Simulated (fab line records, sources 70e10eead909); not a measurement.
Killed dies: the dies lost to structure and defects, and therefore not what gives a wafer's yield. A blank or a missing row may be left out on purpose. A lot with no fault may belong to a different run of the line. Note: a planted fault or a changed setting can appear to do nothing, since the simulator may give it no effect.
A lot that was struck, set against a sound lot ; flow nand-harc ; 14 out of 1302 route steps
Sound: these wafers, L385.1, L385.2, L385.6. The struck wafers were L396.1, L396.3, L396.4. At the end, the cause is stated.
At each step with rows: each side's tool, then ch and its chambers, then its first start. Under that, the readings that differ: sound wafers ; struck wafers ; difference of the means ; sigmas: that difference in standard deviations of wafers without a fault.
alike: a reading whose means differ by less than 2 such deviations, as well as words and numbers matching on both sides. not compared: withheld readings; readings where some wafer has no value; bounds like >300 that might hide an equal value; numbers whose values overlap and for which the record gives no deviation.
The two part at a step that has a row with sigmas, a row that says differs or no value, or rows on one side only. Numbers that don't overlap but have no deviation are shown without sigmas and don't part them. A reading missing from all wafers of one side parts the sides only when that side holds two or more wafers.

NHARC_A_STAIRCASE_DESCUM_270: chemistry O2, time 3 s.
  sound on rie-diel-13 ch 0,2,3, day 17 09:28; struck on rie-diel-05 ch 0,1,3, day 22 10:13
  alike: drypump-motor-current-A, o2-flow-sccm, oes-product-au, rf-vpp-V, showerhead-plenum-p-Torr, throttle-valve-pct
  not compared: rf-hours-counter-h
NHARC_A_STAIRCASE_ETCH_271: etches the open film in CF4/CHF3.
  sound on rie-diel-13 ch 0,1,2, day 17 09:33; struck on rie-diel-05 ch 1,2,3, day 22 10:52
reading;sound;struck;difference;sigmas
oes-product-au (a.u.);1.007 0.961 0.976;0.933 0.926 0.901;-0.061;-3
  alike: drypump-motor-current-A, rf-vpp-V, showerhead-plenum-p-Torr, throttle-valve-pct
  not compared: rf-hours-counter-h
then, 3 steps without rows for these wafers: NHARC_A_STAIRCASE_HM_OPEN_457 (chemistry O2/COS); NHARC_A_STAIRCASE_STRIP_458 (strips in O2/COS); NHARC_A_STAIRCASE_ETCH_451 (etches the open film in CF4/O2, target depth 30 nm, overetch 3 nm, time 16.5 s).
NHARC_A_STAIRCASE_ETCH_273: etches the open film in C4F8/O2/Ar, target depth 10200 nm, time 2468.6 s.
  sound: rie-diel-13 ch 1,2; struck: rie-diel-05 ch 0,1,3
  alike: oes-product-au, rf-vpp-V
  not compared: rf-hours-counter-h
NHARC_A_STAIRCASE_STRIP_274: strips in O2.
  sound: rie-diel-13 ch 0,1; struck: rie-diel-05 ch 0,1,2
  alike: drypump-motor-current-A, o2-flow-sccm, oes-product-au, rf-vpp-V, showerhead-plenum-p-Torr, throttle-valve-pct
  not compared: rf-hours-counter-h
then, 3 steps without rows for these wafers: NHARC_A_STAIRCASE_STRIP_275 (strips in SPM, time 900 s); NHARC_A_STAIRCASE_PRECLEAN_276 (cleans in SC1); NHARC_A_STAIRCASE_SRD_277.
NHARC_A_STAIRCASE_HM_DEP_459: deposits aC, target thk 1500 nm.
  sound on acl-dep-03 ch 0, day 17 12:28; struck on acl-dep-03 ch 0, day 22 14:14
reading;sound;struck;difference;sigmas
susceptor-temp-C (C);400.08 400.26 400.38;- - -;no value on the struck wafers;
  alike: throttle-valve-pct
NHARC_A_STAIRCASE_DEP_280: deposits SiON, target thk 30 nm.
  sound on pecvd-01 ch 0,1, day 17 14:20; struck on pecvd-03 ch 0,2, day 22 16:05
  no value came back on the struck wafers for chamber-pressure-Torr (Torr), heater-power-outer-w (W), heater-power-w (W); on the sound wafers chamber-pressure-Torr (Torr) reads 3.502 3.496 3.492
then, 1 step without rows for these wafers: NHARC_A_STAIRCASE_DEHYDRATE_281 (time 120 s).
-- the record jumps here: 8 days lie between the struck wafers' starts before and after (it left off in module A_STAIRCASE and takes up again in module END, whose first step shown is number 1302 of the route) --
NHARC_END_SORT_01:
  at this point the record logs the struck wafers (prober-02 ch 0, day 30 18:44) and has no rows for the sound ones

== WHERE THEY PART ==
First at NHARC_A_STAIRCASE_ETCH_271; last, within this record, at NHARC_END_SORT_01.

WHY: whatever the simulator had introduced
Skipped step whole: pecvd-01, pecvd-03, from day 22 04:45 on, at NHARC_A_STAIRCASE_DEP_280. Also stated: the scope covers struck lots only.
